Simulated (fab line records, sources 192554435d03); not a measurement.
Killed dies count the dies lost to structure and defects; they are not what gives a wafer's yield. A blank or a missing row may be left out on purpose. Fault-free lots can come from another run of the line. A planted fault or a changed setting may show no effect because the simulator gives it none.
Which tool was responsible?	flow n5-finfet	14 lots with 39 wafers sampled at 7 steps, on a route of 1938 steps

== WHAT EACH GAUGE READ, for each wafer ==
N5_GATE_CUT_INSPECT_26: inspects for defects (darkfield).
lot	measured	on	raw-defect-count
L872	day 4 16:52	defect-inspect-01	24 46 37
L874	day 5 06:38	defect-inspect-02	32 42 48
L875	day 5 11:21	defect-inspect-02	37 56 49
L884	day 7 14:26	defect-inspect-01	61 33
L885	day 8 00:40	defect-inspect-02	29 34 22
L886	day 8 01:44	defect-inspect-02	43 25 28
L887	day 8 08:38	defect-inspect-02	37 39 97
L888	day 8 20:52	defect-inspect-01	50 56
L890	day 9 04:55	defect-inspect-02	47 36
L891	day 9 11:31	defect-inspect-01	52 28 34
L892	day 9 15:57	defect-inspect-01	53 67 50
L893	day 9 23:07	defect-inspect-02	41 25 45
L894	day 10 06:28	defect-inspect-02	28 35 32
L895	day 10 10:58	defect-inspect-02	18 22 59

N5_MOL_CONTACT_COAG_CD_MEAS_99: target cd 17.2 nm.
lot	measured	on	cd-nm (nm)
L872	day 4 17:55	cd-sem-01	17.2 17.7 17.8
L874	day 5 07:28	cd-sem-01	- - -
L875	day 5 12:24	cd-sem-03	- - -
L884	day 7 15:15	cd-sem-03	17.0 17.6
L885	day 8 01:32	cd-sem-02	17.1 17.7 16.9
L886	day 8 02:45	cd-sem-03	17.4 16.8 17.1
L887	day 8 09:40	cd-sem-03	16.2 17.3 17.5
L888	day 8 22:01	cd-sem-03	17.0 16.9
L890	day 9 05:52	cd-sem-02	16.6 17.5
L891	day 9 12:20	cd-sem-03	17.3 17.1 17.4
L892	day 9 16:53	cd-sem-01	16.8 17.2 17.2
L893	day 10 00:17	cd-sem-03	17.9 17.1 17.4
L894	day 10 07:38	cd-sem-03	17.0 17.2 17.1
L895	day 10 11:58	cd-sem-03	17.2 16.5 17.4

N5_BEOL_M4_RC_MEAS_101.
lot	measured	on	DIBL_N (mV/V)	DIBL_P (mV/V)	IOFF_N (nA/um)	IOFF_P (nA/um)	ION_N (uA/um)	ION_P (uA/um)	SS_N (mV/dec)	SS_P (mV/dec)	VT_N (mV)	VT_P (mV)
L872	day 7 18:29	prober-02	40.1 35.0 37.9	39.8 35.4 38.1	0.20 0.12 0.16	0.21 0.16 0.19	675 655 669	456 453 456	72.6 71.2 71.4	73.9 72.8 73.9	248 253 252	-254 -257 -257
L884	day 10 11:11	prober-01	36.3 38.9	36.0 39.8	0.15 0.22	0.20 0.26	648 677	449 462	71.5 72.6	72.8 73.6	251 246	-248 -245
L885	day 11 02:44	prober-01	40.5 42.0 40.0	39.9 42.1 37.6	0.23 0.27 0.20	0.26 0.30 0.21	696 694 666	469 470 452	72.1 73.8 73.2	74.7 74.8 73.8	244 246 249	-249 -244 -251
L886	day 11 03:21	prober-01	34.3 35.9 36.2	34.3 36.8 37.5	0.13 0.16 0.17	0.17 0.21 0.22	644 667 673	444 463 458	72.1 71.9 72.4	73.3 72.9 73.7	256 250 246	-256 -252 -251
L887	day 11 07:45	prober-02	36.7 36.1 38.2	37.9 37.2 38.9	0.18 0.16 0.19	0.20 0.19 0.22	693 675 673	467 455 460	71.2 70.8 72.4	73.5 73.3 73.5	249 250 251	-253 -253 -248
L888	day 12 03:55	prober-01	34.9 40.3	32.9 40.3	0.12 0.23	0.14 0.26	655 696	446 465	71.3 72.1	72.5 75.3	257 245	-259 -249
L890	day 12 11:01	prober-02	34.1 36.6	35.0 37.4	0.13 0.18	0.18 0.21	680 669	464 456	71.4 72.4	72.3 73.0	249 249	-251 -252
L891	day 12 15:39	prober-01	37.1 36.6 35.7	38.6 35.5 35.3	0.14 0.13 0.12	0.21 0.16 0.16	657 653 648	457 443 447	71.7 71.6 71.1	74.2 73.5 72.5	252 254 255	-251 -257 -254
L892	day 12 19:21	prober-02	37.9 35.5 36.4	37.7 35.2 36.9	0.18 0.14 0.16	0.22 0.19 0.22	672 667 682	451 457 462	71.8 71.7 71.6	73.7 72.5 73.5	250 254 249	-253 -254 -251
L893	day 13 02:57	prober-01	37.2 33.6 34.7	35.3 32.8 33.9	0.16 0.12 0.14	0.24 0.21 0.21	658 666 667	456 468 469	72.2 70.6 70.3	73.5 72.2 72.7	251 255 247	-246 -249 -246
L894	day 13 11:47	prober-01	36.2 36.7 34.0	34.9 35.4 31.1	0.14 0.14 0.10	0.17 0.19 0.13	672 673 659	461 463 451	71.9 71.5 70.7	72.5 73.0 71.5	251 250 254	-255 -253 -258
L895	day 13 12:16	prober-02	35.4 36.7 36.5	34.1 37.2 36.3	0.15 0.17 0.16	0.20 0.27 0.23	671 686 678	462 478 467	70.7 71.8 71.5	73.4 73.5 74.0	250 247 249	-248 -245 -246

== EACH LOT AND THE TOOL THAT RAN IT (in order: tool; ch and the chambers of the sampled wafers; start) ==
lot	N5_GATE_CUT_CMP_23	N5_MOL_CONTACT_COAG_CONTACT_ETCH_14	N5_MOL_CONTACT_COAG_ETCH_15	N5_MOL_CONTACT_COAG_STRIP_98
L872	cmp-03 ch 0,1,2, day 4 15:49	rie-diel-01 ch 1,2,3, day 4 17:42	rie-diel-01 ch 1,2,3, day 4 17:44	rie-diel-01 ch 1,2,3, day 4 17:51
L874	cmp-03 ch 0,1,2, day 5 05:40	rie-diel-04 ch 1,2, day 5 07:15	rie-diel-04 ch 1,2, day 5 07:17	rie-diel-04 ch 1,2, day 5 07:23
L875	cmp-02 ch 0,2, day 5 10:22	rie-diel-02 ch 2,3, day 5 12:11	rie-diel-02 ch 2,3, day 5 12:13	rie-diel-02 ch 2,3, day 5 12:20
L884	cmp-01 ch 0,2, day 7 13:26	rie-diel-02 ch 2,3, day 7 15:02	rie-diel-02 ch 2,3, day 7 15:04	rie-diel-02 ch 2,3, day 7 15:11
L885	cmp-02 ch 0,3, day 7 23:29	rie-diel-01 ch 0,3, day 8 01:19	rie-diel-01 ch 0,3, day 8 01:20	rie-diel-01 ch 0,3, day 8 01:27
L886	cmp-01 ch 0,1,3, day 8 00:44	rie-diel-02 ch 0,2,3, day 8 02:32	rie-diel-02 ch 0,2,3, day 8 02:34	rie-diel-02 ch 0,2,3, day 8 02:40
L887	cmp-01 ch 0,1,3, day 8 07:38	rie-diel-01 ch 1,3, day 8 09:27	rie-diel-01 ch 1,3, day 8 09:29	rie-diel-01 ch 1,3, day 8 09:35
L888	cmp-02 ch 2,3, day 8 19:56	rie-diel-04 ch 1,2, day 8 21:49	rie-diel-04 ch 1,2, day 8 21:50	rie-diel-04 ch 1,2, day 8 21:57
L890	cmp-01 ch 0,1, day 9 03:58	rie-diel-04 ch 0,1, day 9 05:38	rie-diel-04 ch 0,1, day 9 05:41	rie-diel-04 ch 0,1, day 9 05:47
L891	cmp-03 ch 0,1,3, day 9 10:29	rie-diel-01 ch 0,2,3, day 9 12:07	rie-diel-01 ch 0,2,3, day 9 12:10	rie-diel-01 ch 0,2,3, day 9 12:16
L892	cmp-03 ch 0,1, day 9 14:57	rie-diel-01 ch 1,2,3, day 9 16:40	rie-diel-01 ch 1,2,3, day 9 16:43	rie-diel-01 ch 1,2,3, day 9 16:49
L893	cmp-01 ch 0,1,3, day 9 21:59	rie-diel-04 ch 0,2, day 10 00:04	rie-diel-04 ch 0,2, day 10 00:06	rie-diel-04 ch 0,2, day 10 00:13
L894	cmp-01 ch 0,1,2, day 10 05:28	rie-diel-04 ch 0,1,3, day 10 07:25	rie-diel-04 ch 0,1,3, day 10 07:28	rie-diel-04 ch 0,1,3, day 10 07:34
L895	cmp-03 ch 1,3, day 10 09:58	rie-diel-04 ch 0,1, day 10 11:45	rie-diel-04 ch 0,1, day 10 11:47	rie-diel-04 ch 0,1, day 10 11:53
- N5_GATE_CUT_CMP_23: polishes, stops on SiO2, t overpolish 23.4 s, target thk 16 nm.
- N5_MOL_CONTACT_COAG_CONTACT_ETCH_14: etches SiO2 in C4F6/O2, target depth 27.5 nm, overetch 8.5 nm, time 20 s.
- N5_MOL_CONTACT_COAG_ETCH_15: etches SiNx in CH3F/O2, stops on Si:P, target depth 7 nm.
- N5_MOL_CONTACT_COAG_STRIP_98: strips in N2/H2.

== AS READ BY THE TOOLS THEMSELVES (means over the sampled wafers that have a number; for cases with no such wafer, the mark the record gives instead) ==
N5_GATE_CUT_CMP_23.
lot	tool	motor-current-A (A)	overpolish-run-s (s)	pad-life-wafers	time-to-endpoint-s (s)
L872	cmp-03	9.2	23.406	1723	18.7
L874	cmp-03	9.1	23.405	1784	19.2
L875	cmp-02	9.5	23.400	1070	21.6
L884	cmp-01	8.0	23.404	1880	23.0
L885	cmp-02	9.3	23.404	1579	20.6
L886	cmp-01	7.9	23.401	1952	22.8
L887	cmp-01	7.9	23.389	2000	22.1
L888	cmp-02	9.1	23.402	1767	20.5
L890	cmp-01	7.5	23.386	62	23.2
L891	cmp-03	8.7	23.407	319	19.9
L892	cmp-03	9.3	23.394	343	17.0
L893	cmp-01	7.9	23.401	218	21.0
L894	cmp-01	7.9	23.402	296	21.3
L895	cmp-03	8.3	23.400	524	21.1

N5_MOL_CONTACT_COAG_CONTACT_ETCH_14.
lot	tool	C4F6_flow_sccm (sccm)	O2_flow_sccm (sccm)	drypump-motor-current-A (A)	oes-product-au (a.u.)	rf-vpp-V (V)	showerhead-plenum-p-Torr (Torr)	throttle-valve-pct (%)
L872	rie-diel-01	15.98	10.02	6.0	0.63	695.6	2.95	21.45
L874	rie-diel-04	-	-	-	-	-	-	-
L875	rie-diel-02	-	-	-	-	-	-	-
L884	rie-diel-02	16.03	10.00	5.8	0.64	693.8	2.94	21.15
L885	rie-diel-01	16.05	10.01	5.8	0.64	688.6	2.79	21.60
L886	rie-diel-02	16.03	9.99	5.8	0.64	693.9	2.91	21.23
L887	rie-diel-01	16.01	10.03	5.7	0.72	693.5	2.92	21.54
L888	rie-diel-04	15.95	10.00	6.0	0.64	692.7	2.88	21.40
L890	rie-diel-04	16.00	9.98	6.2	0.74	693.4	2.87	20.97
L891	rie-diel-01	15.96	9.98	6.0	0.69	690.9	2.86	21.43
L892	rie-diel-01	15.98	9.99	6.0	0.75	693.8	2.93	21.32
L893	rie-diel-04	16.08	9.98	5.7	0.69	694.0	2.93	21.02
L894	rie-diel-04	15.99	9.98	5.9	0.68	692.1	2.85	21.22
L895	rie-diel-04	15.98	10.00	6.4	0.71	691.4	2.84	21.06

N5_MOL_CONTACT_COAG_ETCH_15.
lot	tool	CH3F_flow_sccm (sccm)	O2_flow_sccm (sccm)	drypump-motor-current-A (A)	oes-product-au (a.u.)	rf-vpp-V (V)	showerhead-plenum-p-Torr (Torr)	throttle-valve-pct (%)
L872	rie-diel-01	30.01	20.02	5.9	0.55	303	2.05	16.52
L874	rie-diel-04	29.98	19.99	5.8	0.28	296	2.03	16.45
L875	rie-diel-02	29.98	20.09	5.9	0.30	295	2.04	16.11
L884	rie-diel-02	30.09	19.97	5.8	0.55	298	2.04	16.24
L885	rie-diel-01	30.02	19.99	5.8	0.55	297	1.93	16.67
L886	rie-diel-02	29.92	20.00	5.8	0.55	297	2.03	16.33
L887	rie-diel-01	29.92	20.02	5.7	0.62	301	2.03	16.52
L888	rie-diel-04	30.04	19.98	6.0	0.55	294	2.00	16.45
L890	rie-diel-04	30.02	19.97	6.2	0.64	293	1.99	16.04
L891	rie-diel-01	29.97	20.06	6.0	0.59	301	1.99	16.47
L892	rie-diel-01	29.97	19.93	5.9	0.64	303	2.04	16.32
L893	rie-diel-04	30.01	20.00	5.7	0.60	293	2.04	16.10
L894	rie-diel-04	29.98	19.99	5.9	0.59	295	1.98	16.29
L895	rie-diel-04	30.10	20.06	6.3	0.62	293	1.97	16.12

N5_MOL_CONTACT_COAG_STRIP_98.
lot	tool	drypump-motor-current-A (A)	oes-product-au (a.u.)	power-w (W)	rf-vpp-V (V)	showerhead-plenum-p-Torr (Torr)	throttle-valve-pct (%)
L872	rie-diel-01	6.0	0.75	499.7	55.0	3.44	19.1
L874	rie-diel-04	5.8	0.74	499.8	55.6	3.41	19.0
L875	rie-diel-02	5.9	0.80	500.6	53.3	3.42	18.7
L884	rie-diel-02	5.8	0.76	499.6	52.4	3.42	18.8
L885	rie-diel-01	5.8	0.75	502.0	53.3	3.25	19.4
L886	rie-diel-02	5.9	0.76	499.7	54.9	3.40	18.9
L887	rie-diel-01	5.7	0.85	500.7	55.2	3.41	19.3
L888	rie-diel-04	6.0	0.74	501.9	54.9	3.36	19.1
L890	rie-diel-04	6.2	0.88	499.8	55.7	3.35	18.6
L891	rie-diel-01	6.0	0.82	499.6	54.6	3.33	19.0
L892	rie-diel-01	6.0	0.89	499.7	55.8	3.41	18.9
L893	rie-diel-04	5.7	0.82	500.1	53.7	3.44	18.7
L894	rie-diel-04	5.9	0.80	499.9	53.5	3.33	18.9
L895	rie-diel-04	6.4	0.84	501.1	54.0	3.31	18.7

== THE ANSWER, worked out from the rows above alone ==
Rule: usual is defined by the lots themselves. The widest of any qualifying gaps counts: lots, ordered by their means at a reading, are off when they make up no more than a third of the lots, leave a main group of 4 or more, and stand apart from it by 3 or more times the standard deviation of that group's means. If all means in a main group match to the digits the tables above print for the reading, that group is not used. A lot without any number at a reading at which 4 lots or more have one is off too. Any other lot the step has rows for is counted as sound. First the gauges in route order, then the tools' own readings, where a lot's mean is used as printed above. The first step at which some lot is off is used, and at that step the reading that is off furthest; a lot without a number counts as furthest.
Off at N5_MOL_CONTACT_COAG_CD_MEAS_99 (cd-nm): L874, L875. Without a number there: L874, L875. Mean 17.2 nm and standard deviation 0.18 in the main group.
If a tool, at a process step before that reading, ran all the lots that are off and no sound lot after the first of them, it fits. Not tried: the gauges at N5_MOL_CONTACT_COAG_CD_MEAS_99; whatever is off there is also off at N5_MOL_CONTACT_COAG_CONTACT_ETCH_14, on other tools, and gauge error can't account for it. Of those tried, none fits.

== WHAT THE SIMULATOR PUT IN ==
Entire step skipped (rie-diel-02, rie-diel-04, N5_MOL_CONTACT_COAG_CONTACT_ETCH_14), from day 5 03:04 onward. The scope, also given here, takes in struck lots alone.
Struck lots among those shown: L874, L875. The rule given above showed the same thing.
